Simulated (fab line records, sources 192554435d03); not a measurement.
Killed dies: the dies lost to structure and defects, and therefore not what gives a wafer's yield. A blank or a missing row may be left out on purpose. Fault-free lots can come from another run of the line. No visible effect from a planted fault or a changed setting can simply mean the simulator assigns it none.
fab line records | flow n5Finfet
[record] lots = 6 | wafers = 18 | lastDay = 19
route steps=1938 shown BEOL_M3@983 BEOL_M4@1111 PASSIVATION@1936
lots with no fault: from the same line, run without faults
startH: hours from the record's first day to the start of the lot's first wafer shown | waitH: hours from the lot's prior step to this one | " as in the row above | L1.1+2: several wafers, shown together as one row | - value missing, or start not given | * or withheld: withheld | < > ~ a bound
route shown NAME@n: names a module that has steps shown in the file, with the first one's number in the route | usual: mean and standard deviation over wafers with no fault | same: alike in all rows | chamber/n: place in a boat | sites: each site's reading | _std_site: standard deviation across them | _edge_site: the outer-site mean with the inner-site mean subtracted | radiusMm: how far each site lies from the wafer's centre | mask NAME#n: copy n | behind: tool/chamber where the wafer was last shaped | hold: what put the lot on hold/how long, in hours/how the hold closed | device: whichever transistor did not switch (one of n, p or np) | end of line: tests run on the same wafers once the route is complete | a step without rows: its recipe alone | killed: count of dies lost to structure and defects at first sort (not the wafer's yield) | map: the dies of a wafer, with x for killed, . for not killed, _ for no die there
set.NAME: the setting as run; set.NAME@STEP: as run at that earlier step | model.NAME: the simulator's own value behind a step, which no gauge read
lots at some steps of the route; a table a step, a row a wafer
services: a tool's chamber out of use, with start hour (startH, from the record's first day; less than 0 if before it), hours out, and reason
[[steps]]
[step N5_BEOL_M3_OCD_MEAS_38]
[usual] trenchDepthNm = 55.0/0.79
lot.wafer | tool   | chamber | startH | waitH | trenchDepthNm
L536.1    | ocd-02 | -       | 181.34 | -     | 54.4
L536.4    | "      | -       | "      | "     | 54.1
L536.6    | "      | -       | "      | "     | 54.5
L540.1    | ocd-01 | -       | 208.92 | -     | 56.5
L540.2    | "      | -       | "      | "     | 55.0
L540.5    | "      | -       | "      | "     | 55.9
L546.1    | ocd-01 | -       | 247.33 | -     | 55.1
L546.3    | "      | -       | "      | "     | 54.5
L546.5    | "      | -       | "      | "     | 54.8
L554.1    | ocd-01 | -       | 308.15 | -     | 54.2
L554.4    | "      | -       | "      | "     | 56.6
L554.6    | "      | -       | "      | "     | 54.9
L551.1    | ocd-01 | -       | 310.69 | -     | 53.5
L551.3    | "      | -       | "      | "     | 54.8
L551.5    | "      | -       | "      | "     | 55.2
L557.2    | ocd-02 | -       | 315.78 | -     | 54.7
L557.3    | "      | -       | "      | "     | 55.9
L557.5    | "      | -       | "      | "     | 56.0
[step N5_BEOL_M3_HM_STRIP_39]
[recipe] chemistry = peroxideTinStrip | material = TiN | targetDepthA = 250 | tempC = 50 | timeS = 158
[step N5_BEOL_M3_SRD_40]
[recipe] timeS = 30 | tempC = 23 | rinseLiquid = diw | dry = ipaMarangoni
[step N5_BEOL_M3_PRECLEAN_42]
[recipe] chemistry = residueRemover | timeS = 60 | tempC = 40
[step N5_BEOL_M3_SRD_43]
[recipe] timeS = 30 | tempC = 23 | rinseLiquid = diw | dry = ipaMarangoni
[step N5_BEOL_M3_CD_MEAS_35]
[recipe] targetCdNm = 18 | targetCdYNm = 21 | polarity = opening
[usual] cdNm = 18.0/0.3
lot.wafer | tool     | chamber | startH | waitH | cdNm
L536.1    | cdSem-02 | -       | 181.50 | 0.0   | 17.9
L536.4    | "        | -       | "      | "     | 18.3
L536.6    | "        | -       | "      | "     | 17.6
L540.1    | cdSem-01 | -       | 209.08 | 0.0   | 18.5
L540.2    | "        | -       | "      | "     | 18.4
L540.5    | "        | -       | "      | "     | 18.4
L546.1    | cdSem-02 | -       | 247.49 | 0.0   | 17.8
L546.3    | "        | -       | "      | "     | 18.0
L546.5    | "        | -       | "      | "     | 17.8
L554.1    | cdSem-02 | -       | 308.32 | 0.0   | 17.9
L554.4    | "        | -       | "      | "     | 18.4
L554.6    | "        | -       | "      | "     | 18.4
L551.1    | cdSem-03 | -       | 310.84 | 0.0   | 18.7
L551.3    | "        | -       | "      | "     | 18.7
L551.5    | "        | -       | "      | "     | 18.5
L557.2    | cdSem-02 | -       | 315.93 | 0.0   | 17.7
L557.3    | "        | -       | "      | "     | 17.6
L557.5    | "        | -       | "      | "     | 17.9
[step N5_BEOL_M3_DEGAS_44]
[recipe] ambient = vacuum | tempC = 250 | timeS = 60
[usual] heaterPowerW = 314/38
lot.wafer | tool          | chamber | startH | waitH | heaterPowerW
L536.1    | pvdSputter-02 | -       | 181.55 | 0.1   | 291
L536.4    | "             | -       | "      | "     | 312
L536.6    | "             | -       | "      | "     | 279
L540.1    | pvdSputter-03 | -       | 209.42 | 0.3   | 317
L540.2    | "             | -       | "      | "     | 250
L540.5    | "             | -       | "      | "     | 244
L546.1    | pvdSputter-01 | -       | 247.85 | 0.4   | 349
L546.3    | "             | -       | "      | "     | 317
L546.5    | "             | -       | "      | "     | 344
L554.1    | pvdSputter-02 | -       | 308.78 | 0.5   | 281
L554.4    | "             | -       | "      | "     | 305
L554.6    | "             | -       | "      | "     | 348
L551.1    | pvdSputter-01 | -       | 311.68 | 0.8   | 309
L551.3    | "             | -       | "      | "     | 291
L551.5    | "             | -       | "      | "     | 353
L557.2    | pvdSputter-02 | -       | 316.20 | 0.3   | 306
L557.3    | "             | -       | "      | "     | 322
L557.5    | "             | -       | "      | "     | 317
[step N5_BEOL_M3_PRE_CLEAN_45]
[recipe] gas = H2/He | timeS = 30 | tempC = 250
[step N5_BEOL_M3_ALD_84]
[recipe] material = TaN | targetThkA = * | tempC = 275 | aldPrecursorFamily = PDMAT | aldCoReactant = NH3 | pressureTorr = 3 | carrierFlowSccm = 1500 | pulseTimeS = 2 | purgeTimeS = 3 | coReactantPurgeTimeS = 2 | coReactantPulseTimeS = 3 | aldCycles = 30 | precursorVesselTempC = 75 | precursorVesselPressureTorr = 26.25 | precursorVesselCarrierSccm = 1000
[usual] heaterPowerW = 438/26 | mfcCarrierSccm = 1500/4.1 | precursorVesselCarrierSccm = 999/3.2
lot.wafer | tool        | chamber | startH | waitH | heaterPowerW | mfcCarrierSccm | precursorVesselCarrierSccm
L536.1    | aldMetal-04 | 2       | 181.67 | 0.1   | 422          | 1502           | 1003
L536.4    | "           | 3       | "      | "     | 376          | 1498           | 1000
L536.6    | "           | 1       | "      | "     | 495          | 1489           | 1002
L540.1    | aldMetal-04 | 1       | 209.52 | 0.0   | 493          | 1498           | 999
L540.2    | "           | 3       | "      | "     | 373          | 1498           | 994
L540.5    | "           | 3       | "      | "     | 373          | 1499           | 1001
L546.1    | aldMetal-03 | 1       | 247.97 | 0.1   | 434          | 1503           | 1004
L546.3    | "           | 3       | "      | "     | 437          | 1501           | 995
L546.5    | "           | 3       | "      | "     | 437          | 1505           | 993
L554.1    | aldMetal-01 | 3       | 309.02 | 0.2   | 444          | 1498           | 1000
L554.4    | "           | 1       | "      | "     | 424          | 1503           | 999
L554.6    | "           | 0       | "      | "     | 432          | 1493           | 1000
L551.1    | aldMetal-01 | 0       | 311.78 | 0.0   | 431          | 1502           | 1001
L551.3    | "           | 2       | "      | "     | 450          | 1505           | 1000
L551.5    | "           | 0       | "      | "     | 419          | 1500           | 1000
L557.2    | aldMetal-04 | 0       | 316.30 | 0.0   | 454          | 1503           | 998
L557.3    | "           | 1       | "      | "     | 495          | 1504           | 1001
L557.5    | "           | 3       | "      | "     | 358          | 1499           | 998
[step N5_BEOL_M3_SURFACE_TREAT_85]
[recipe] gas = Ar | timeS = * | ionEnergyEv = * | ionCurrentMaCm2 = 0.5 | pressureMtorr = * | arFlowSccm = 30
[usual] throttleValvePct = *
lot.wafer | tool          | chamber | startH | waitH | throttleValvePct
L536.1    | pvdSputter-02 | -       | 183.47 | 1.7   | *
L536.4    | "             | -       | "      | "     | *
L536.6    | "             | -       | "      | "     | *
L540.1    | pvdSputter-01 | -       | 209.75 | 0.1   | *
L540.2    | "             | -       | "      | "     | *
L540.5    | "             | -       | "      | "     | *
L546.1    | pvdSputter-01 | -       | 248.25 | 0.2   | *
L546.3    | "             | -       | "      | "     | *
L546.5    | "             | -       | "      | "     | *
L554.1    | pvdSputter-02 | -       | 309.34 | 0.2   | *
L554.4    | "             | -       | "      | "     | *
L554.6    | "             | -       | "      | "     | *
L551.1    | pvdSputter-01 | -       | 312.06 | 0.2   | *
L551.3    | "             | -       | "      | "     | *
L551.5    | "             | -       | "      | "     | *
L557.2    | pvdSputter-02 | -       | 316.92 | 0.5   | *
L557.3    | "             | -       | "      | "     | *
L557.5    | "             | -       | "      | "     | *
[step N5_BEOL_M3_CVD_47]
[recipe] material = Co | targetThkA = 30 | tempC = withheld | precursor = CCTBA/H2 | pressureTorr = 30 | timeS = 223.8
[step N5_BEOL_M3_SPUTTER_48]
[recipe] material = Cu | targetThkA = 45 | tempC = -20 | chamberPressurePa = 0.07 | powerW = withheld | timeS = 8.29
[usual] throttleValvePct = 30.4/1.4
lot.wafer | tool          | chamber | startH | waitH | throttleValvePct
L536.1    | pvdSputter-03 | -       | 183.72 | 0.1   | 31.0
L536.4    | "             | -       | "      | "     | 32.5
L536.6    | "             | -       | "      | "     | 30.9
L540.1    | pvdSputter-02 | -       | 210.04 | 0.1   | 29.3
L540.2    | "             | -       | "      | "     | 32.4
L540.5    | "             | -       | "      | "     | 29.6
L546.1    | pvdSputter-01 | -       | 248.49 | 0.1   | 28.3
L546.3    | "             | -       | "      | "     | 32.7
L546.5    | "             | -       | "      | "     | 29.6
L554.1    | pvdSputter-03 | -       | 310.39 | 0.7   | 32.4
L554.4    | "             | -       | "      | "     | 29.8
L554.6    | "             | -       | "      | "     | 31.0
L551.1    | pvdSputter-01 | -       | 312.30 | 0.1   | 32.8
L551.3    | "             | -       | "      | "     | 29.8
L551.5    | "             | -       | "      | "     | 28.4
L557.2    | pvdSputter-02 | -       | 317.28 | 0.2   | 29.4
L557.3    | "             | -       | "      | "     | 29.8
L557.5    | "             | -       | "      | "     | 29.3
[step N5_BEOL_M3_ANNEAL_49]
[recipe] tempC = 400 | timeS = 240 | ambient = vacuum
[usual] heaterPowerW = 784/110 | susceptorTempC = 400.02/0.25
lot.wafer | tool          | chamber | startH | waitH | heaterPowerW | susceptorTempC
L536.1    | pvdSputter-03 | -       | 183.80 | 0.0   | 620          | 400.07
L536.4    | "             | -       | "      | "     | 1012         | 400.06
L536.6    | "             | -       | "      | "     | 632          | 400.06
L540.1    | pvdSputter-02 | -       | 210.12 | 0.0   | 881          | 400.32
L540.2    | "             | -       | "      | "     | 715          | 399.69
L540.5    | "             | -       | "      | "     | 751          | 399.61
L546.1    | pvdSputter-01 | -       | 248.57 | 0.0   | 760          | 399.53
L546.3    | "             | -       | "      | "     | 867          | 400.25
L546.5    | "             | -       | "      | "     | 797          | 400.20
L554.1    | pvdSputter-03 | -       | 310.47 | 0.0   | -            | -
L554.4    | "             | -       | "      | "     | -            | -
L554.6    | "             | -       | "      | "     | -            | -
L551.1    | pvdSputter-01 | -       | 312.38 | 0.0   | -            | -
L551.3    | "             | -       | "      | "     | -            | -
L551.5    | "             | -       | "      | "     | -            | -
L557.2    | pvdSputter-02 | -       | 317.36 | 0.0   | 854          | 399.91
L557.3    | "             | -       | "      | "     | 773          | 400.13
L557.5    | "             | -       | "      | "     | 909          | 399.94
[step N5_BEOL_M3_SPUTTER_79]
[recipe] material = Cu | targetThkA = 45 | tempC = -20 | chamberPressurePa = 0.07 | powerW = withheld | timeS = 8.29
[usual] throttleValvePct = 30.4/1.4
lot.wafer | tool          | chamber | startH | waitH | throttleValvePct
L536.1    | pvdSputter-03 | -       | 183.94 | 0.1   | 31.0
L536.4    | "             | -       | "      | "     | 32.3
L536.6    | "             | -       | "      | "     | 30.8
L540.1    | pvdSputter-02 | -       | 210.26 | 0.1   | 29.3
L540.2    | "             | -       | "      | "     | 32.3
L540.5    | "             | -       | "      | "     | 29.4
L546.1    | pvdSputter-01 | -       | 248.71 | 0.1   | 28.2
L546.3    | "             | -       | "      | "     | 32.8
L546.5    | "             | -       | "      | "     | 29.7
L554.1    | pvdSputter-03 | -       | 310.61 | 0.1   | 32.2
L554.4    | "             | -       | "      | "     | 30.1
L554.6    | "             | -       | "      | "     | 31.3
L551.1    | pvdSputter-01 | -       | 312.52 | 0.1   | 32.7
L551.3    | "             | -       | "      | "     | 29.9
L551.5    | "             | -       | "      | "     | 28.4
L557.2    | pvdSputter-02 | -       | 317.50 | 0.1   | 29.1
L557.3    | "             | -       | "      | "     | 29.6
L557.5    | "             | -       | "      | "     | 29.2
[step N5_BEOL_M4_RC_MEAS_101]
[usual] DIBL_N = 36.3/1.2 | DIBL_P = 36.3/1.4 | IOFF_N = 0.160/0.02 | IOFF_P = 0.210/0.025 | ION_N = 675/9.5 | ION_P = 462/7 | SS_N = 71.5/0.53 | SS_P = 73.4/0.55 | VT_N = 249.5/2.6 | VT_P = -250.1/2.9
lot.wafer | tool      | chamber | startH | waitH | DIBL_N[mV/V] | DIBL_P[mV/V] | IOFF_N[nA/um] | IOFF_P[nA/um] | ION_N[uA/um] | ION_P[uA/um] | SS_N[mV/dec] | SS_P[mV/dec] | VT_N[mV] | VT_P[mV]
L536.1    | prober-02 | 0       | 210.46 | 0.0   | 35.5         | 33.9         | 0.132         | 0.192         | 666          | 461          | 71.0         | 73.5         | 249.7    | -250.3
L536.4    | "         | 0       | "      | "     | 37.4         | 34.9         | 0.163         | 0.212         | 676          | 458          | 71.6         | 73.6         | 249.1    | -252.2
L536.6    | "         | 0       | "      | "     | 36.1         | 34.5         | 0.145         | 0.197         | 677          | 467          | 71.2         | 73.7         | 255.0    | -252.4
L540.1    | prober-01 | 0       | 221.03 | 0.0   | 38.1         | 38.2         | 0.185         | 0.239         | 685          | 468          | 71.7         | 73.6         | 250.3    | -249.3
L540.2    | "         | 0       | "      | "     | 36.5         | 35.4         | 0.151         | 0.197         | 682          | 460          | 71.9         | 73.5         | 252.0    | -251.2
L540.5    | "         | 0       | "      | "     | 38.6         | 38.3         | 0.192         | 0.237         | 693          | 471          | 72.1         | 73.9         | 249.6    | -250.4
L546.1    | prober-02 | 0       | 287.80 | 0.0   | 35.5         | 34.7         | 0.166         | 0.219         | 682          | 470          | 71.3         | 73.3         | 246.6    | -244.4
L546.3    | "         | 0       | "      | "     | 36.7         | 36.9         | 0.196         | 0.255         | 694          | 476          | 72.0         | 74.2         | 243.6    | -246.3
L546.5    | "         | 0       | "      | "     | 37.1         | 36.3         | 0.194         | 0.242         | 692          | 474          | 72.1         | 73.5         | 245.6    | -246.1
L554.1    | prober-01 | 0       | 334.37 | 0.0   | 34.5         | 34.8         | 0.144         | 0.179         | 673          | 456          | 70.2         | 71.9         | 251.6    | -254.8
L554.4    | "         | 0       | "      | "     | 35.2         | 36.1         | 0.167         | 0.198         | 684          | 467          | 70.8         | 73.4         | 247.0    | -250.6
L554.6    | "         | 0       | "      | "     | 35.2         | 35.1         | 0.160         | 0.185         | 675          | 458          | 71.4         | 72.3         | 249.6    | -254.0
L551.1    | prober-02 | 0       | 340.93 | 0.0   | 36.8         | 35.9         | 0.166         | 0.219         | 687          | 469          | 70.9         | 73.9         | 250.1    | -247.4
L551.3    | "         | 0       | "      | "     | 36.7         | 34.8         | 0.151         | 0.198         | 675          | 460          | 71.4         | 73.7         | 250.3    | -250.7
L551.5    | "         | 0       | "      | "     | 35.4         | 33.9         | 0.135         | 0.179         | 671          | 462          | 70.9         | 73.3         | 252.3    | -251.9
L557.2    | prober-01 | 0       | 356.15 | 0.2   | 36.0         | 37.3         | 0.190         | 0.201         | 660          | 448          | 72.0         | 72.8         | 247.1    | -254.9
L557.3    | "         | 0       | "      | "     | 35.3         | 37.3         | 0.179         | 0.207         | 670          | 450          | 71.0         | 73.1         | 247.2    | -250.9
L557.5    | "         | 0       | "      | "     | 36.7         | 38.6         | 0.202         | 0.221         | 684          | 455          | 71.5         | 73.9         | 247.4    | -252.8
[step N5_PASSIVATION_PROBE_49]
[usual] defectLimitedYield = 90.9/1.3 | killed_at_M0_to_M3 = 36/11 | killed_at_M4_up = 13/5.1 | killedAtContacts = 14/4.9 | killedAtFrontEnd = 41/10 | killedAtOther = 3.4/2.6 | killedDies = 107/16 | killedOpen = 70/11 | killedShort = 36/7.8 | sort_bin_5_function = 5.4/0.84 | sort_bin_6_memory = 3.4/0.67 | sortNPass = 1073/16 | sortYieldPct = 90.9/1.3
[same] grossDies = 1180 | killedAtBackSide = 0 | sort_bin_4_leakage[%] = 0 | sort_bin_8_speed[%] = 0
lot.wafer | tool      | chamber | startH | waitH | defectLimitedYield[%] | killed_at_M0_to_M3 | killed_at_M4_up | killedAtContacts | killedAtFrontEnd | killedAtOther | killedDies | killedOpen | killedShort | sort_bin_5_function[%] | sort_bin_6_memory[%] | sortNPass | sortYieldPct[%]
L536.1    | prober-02 | -       | 340.04 | 0.0   | 91.9                  | 34                 | 8               | 12               | 38               | 3             | 95         | 57         | 36          | 4.7                    | 3.1                  | 1085      | 91.9
L536.4    | prober-02 | -       | 340.19 | 0.2   | 91.4                  | 18                 | 11              | 17               | 47               | 9             | 102        | 63         | 39          | 4.9                    | 3.5                  | 1078      | 91.4
L536.6    | prober-02 | -       | 340.29 | 0.3   | 90.8                  | 31                 | 10              | 20               | 39               | 9             | 109        | 73         | 36          | 5.9                    | 3.3                  | 1071      | 90.8
L540.1    | prober-02 | -       | 347.48 | 0.0   | 91.6                  | 33                 | 5               | 18               | 42               | 1             | 99         | 56         | 42          | 5.2                    | 3.0                  | 1081      | 91.6
L540.2    | prober-02 | -       | 347.53 | 0.1   | 90.1                  | 27                 | 16              | 11               | 63               | 0             | 117        | 77         | 40          | 5.6                    | 4.0                  | 1063      | 90.1
L540.5    | prober-02 | -       | 347.68 | 0.2   | 88.8                  | 31                 | 7               | 16               | 75               | 3             | 132        | 92         | 40          | 7.0                    | 3.4                  | 1048      | 88.8
L546.1    | prober-02 | -       | 393.91 | 0.0   | 90.6                  | 40                 | 12              | 13               | 44               | 2             | 111        | 64         | 46          | 6.0                    | 2.9                  | 1069      | 90.6
L546.3    | prober-02 | -       | 394.01 | 0.1   | 91.1                  | 27                 | 10              | 15               | 50               | 3             | 105        | 77         | 27          | 5.7                    | 3.0                  | 1075      | 91.1
L546.5    | prober-02 | -       | 394.11 | 0.2   | 89.5                  | 41                 | 17              | 20               | 41               | 5             | 124        | 85         | 37          | 6.1                    | 4.2                  | 1056      | 89.5
L557.2    | prober-01 | -       | 465.20 | 0.1   | 91.5                  | 50                 | 10              | 10               | 30               | 0             | 100        | 59         | 34          | 6.3                    | 2.0                  | 1080      | 91.5
L557.3    | prober-01 | -       | 465.25 | 0.2   | 90.8                  | 33                 | 10              | 26               | 39               | 1             | 109        | 77         | 27          | 5.2                    | 3.6                  | 1071      | 90.8
L557.5    | prober-01 | -       | 465.35 | 0.3   | 90.6                  | 54                 | 14              | 9                | 34               | 0             | 111        | 68         | 40          | 5.8                    | 3.3                  | 1069      | 90.6
// killed by level:class
L536.1 MOL_CONTACT_COAG:geometricParticle:open=11 BEOL_M2:geometricParticle:open=8 FIN_SAQP:geometricParticle:short=7 STI_FIN_REVEAL:geometricParticle:open=6 BEOL_M3:geometricParticle:open=6 GATE_CUT:geometricParticle:short=5 BEOL_M0_SAQP:geometricParticle:short=5 DUMMY_GATE:geometricParticle:open=4
L536.4 FIN_SAQP:geometricParticle:open=12 MOL_CONTACT_COAG:geometricParticle:open=12 FIN_SAQP:geometricParticle:short=11 MOL_CONTACT_COAG:geometricParticle:short=5 STI_FIN_REVEAL:geometricParticle:open=4 GATE_CUT:geometricParticle:open=4 BEOL_M2:geometricParticle:open=4 STI_FIN_REVEAL:geometricParticle:short=3
L536.6 STI_FIN_REVEAL:geometricParticle:open=18 MOL_CONTACT_COAG:geometricParticle:open=11 MOL_CONTACT_COAG:geometricParticle:short=9 BEOL_M0_SAQP:geometricParticle:open=9 BEOL_M0_SAQP:geometricParticle:short=6 BEOL_M2:geometricParticle:open=6 FIN_SAQP:geometricParticle:open=5 PAD_METAL:geometricParticle:short=5
L540.1 MOL_CONTACT_COAG:geometricParticle:open=13 STI_FIN_REVEAL:geometricParticle:open=11 FIN_SAQP:geometricParticle:short=8 BEOL_M0_SAQP:geometricParticle:short=8 BEOL_M2:geometricParticle:open=8 BEOL_M0_SAQP:geometricParticle:open=7 GATE_CUT:geometricParticle:short=5 MOL_CONTACT_COAG:geometricParticle:short=5
L540.2 STI_FIN_REVEAL:geometricParticle:open=17 FIN_SAQP:geometricParticle:open=11 MOL_CONTACT_COAG:geometricParticle:open=10 BEOL_M2:geometricParticle:open=10 BEOL_M0_SAQP:geometricParticle:short=7 BEOL_M4:geometricParticle:short=7 FIN_SAQP:geometricParticle:short=6 STI_FIN_REVEAL:geometricParticle:short=5
L540.5 STI_FIN_REVEAL:geometricParticle:open=32 MOL_CONTACT_COAG:geometricParticle:open=13 FIN_SAQP:geometricParticle:short=10 FIN_SAQP:geometricParticle:open=8 BEOL_M2:geometricParticle:open=8 BEOL_M0_SAQP:geometricParticle:open=7 STI_FIN_REVEAL:geometricParticle:short=5 BEOL_M0_SAQP:geometricParticle:short=5
L546.1 MOL_CONTACT_COAG:geometricParticle:open=11 FIN_SAQP:geometricParticle:short=11 FIN_SAQP:geometricParticle:open=10 BEOL_M0_SAQP:geometricParticle:short=9 BEOL_M2:geometricParticle:open=9 BEOL_M1:geometricParticle:open=6 STARTING-WAFER:geometricParticle:short=6 BEOL_M2:geometricParticle:short=4
L546.3 MOL_CONTACT_COAG:geometricParticle:open=15 FIN_SAQP:geometricParticle:open=12 FIN_SAQP:geometricParticle:short=9 DUMMY_GATE:geometricParticle:open=9 BEOL_M0_SAQP:geometricParticle:open=8 BEOL_M2:geometricParticle:open=7 STI_FIN_REVEAL:geometricParticle:open=4 BEOL_M0_SAQP:geometricParticle:short=4
L546.5 MOL_CONTACT_COAG:geometricParticle:open=16 FIN_SAQP:geometricParticle:open=11 STI_FIN_REVEAL:geometricParticle:open=10 FIN_SAQP:geometricParticle:short=9 BEOL_M0_SAQP:geometricParticle:open=9 BEOL_M1:geometricParticle:open=8 BEOL_M3:geometricParticle:open=7 BEOL_M2:geometricParticle:open=6
L557.2 BEOL_M0_SAQP:geometricParticle:open=15 BEOL_M0_SAQP:geometricParticle:short=14 BEOL_M3:geometricParticle:open=7 FIN_SAQP:geometricParticle:open=6 MOL_CONTACT_COAG:geometricParticle:open=6 DUMMY_GATE:geometricParticle:open=5 FIN_SAQP:geometricParticle:short=4 BEOL_M2:geometricParticle:open=4
L557.3 MOL_CONTACT_COAG:geometricParticle:open=20 FIN_SAQP:geometricParticle:open=9 BEOL_M3:geometricParticle:open=8 DUMMY_GATE:geometricParticle:open=7 BEOL_M0_SAQP:geometricParticle:short=7 BEOL_M0_SAQP:geometricParticle:open=6 BEOL_M1:geometricParticle:open=6 MOL_CONTACT_COAG:geometricParticle:short=5
L557.5 BEOL_M0_SAQP:geometricParticle:short=16 BEOL_M1:geometricParticle:open=12 BEOL_M0_SAQP:geometricParticle:open=10 MOL_CONTACT_COAG:geometricParticle:open=8 FIN_SAQP:geometricParticle:open=7 BEOL_M1:geometricParticle:short=6 BEOL_M3:geometricParticle:open=5 ILD0:geometricParticle:open=4
[[services]]
tool        | chamber | startH | hours | kind
aldMetal-03 | 3       | 197.98 | 31.3  | repair
aldMetal-03 | 2       | 214.74 | -     | calibration
aldMetal-01 | 1       | 219.37 | 27.9  | repair
aldMetal-03 | 1       | 263.77 | 5.8   | repair
aldMetal-04 | 3       | 291.30 | 6.7   | repair
[[key]]
[firstSign] step = N5_BEOL_M3_ANNEAL_49 | reading = toolRecord | direction = missing
effect none on later readings
metAt N5_BEOL_M3_ANNEAL_49
struckWafers L551.1,L551.3,L551.5,L554.1,L554.4,L554.6
onsetBetween 248.57 310.47
[fault] kind = skippedStepWhole | tool = pvdSputter-01,pvdSputter-03 | chamber = - | onsetH = 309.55 | steps = N5_BEOL_M3_ANNEAL_49 | scope = struckLotsOnly
